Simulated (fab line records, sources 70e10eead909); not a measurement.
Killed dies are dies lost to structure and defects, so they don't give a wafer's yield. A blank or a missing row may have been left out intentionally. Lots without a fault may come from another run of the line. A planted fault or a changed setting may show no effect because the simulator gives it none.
Chamber matching -- flow nandHarc -- NHARC_P_GATE_ETCH_104 on rieDiel-06 has 4 sister chambers
The step etches the open film in CF4/CHF3, target depth 60 nm. 4 wafers are shown with their chamber, then 8 later ones without.

EACH WAFER AND ITS CHAMBER
wafer,chamber,showerheadPlenumPTorr (Torr)
L854.2,0,1.47
L857.5,3,1.57
L856.5,1,1.59
L859.1,2,1.68

WAFERS WHOSE CHAMBER IS MISSING
wafer,showerheadPlenumPTorr (Torr)
L859.3,1.57
L859.5,1.68
L862.2,1.47
L862.4,1.57
L862.6,1.59
L876.1,1.46
L876.2,1.56
L876.4,1.68

THE CHAMBER EACH PASSED THROUGH
wafer,from the rows above,in truth
L859.3,3,3
L859.5,2,2
L862.2,0,0
L862.4,3,3
L862.6,1,1
L876.1,0,0
L876.2,3,3
L876.4,2,2
Correctly placed: 8 of 8. Not placeable from these rows: 0. Wrongly placed: 0.
How it was worked out, from the rows above alone: a wafer's distance from a chamber is the root of the sum, over the readings, of the square of ((its reading less the chamber's mean) divided by the reading's scatter). The wafer belongs to the nearest chamber; if the next one is less than 2 further off, it can't be placed. Each chamber's mean is taken over the wafers shown for it. The scatter (one wafer shown for each chamber): square how far every hidden wafer sits from the nearest shown wafer, average those squares and take the square root.
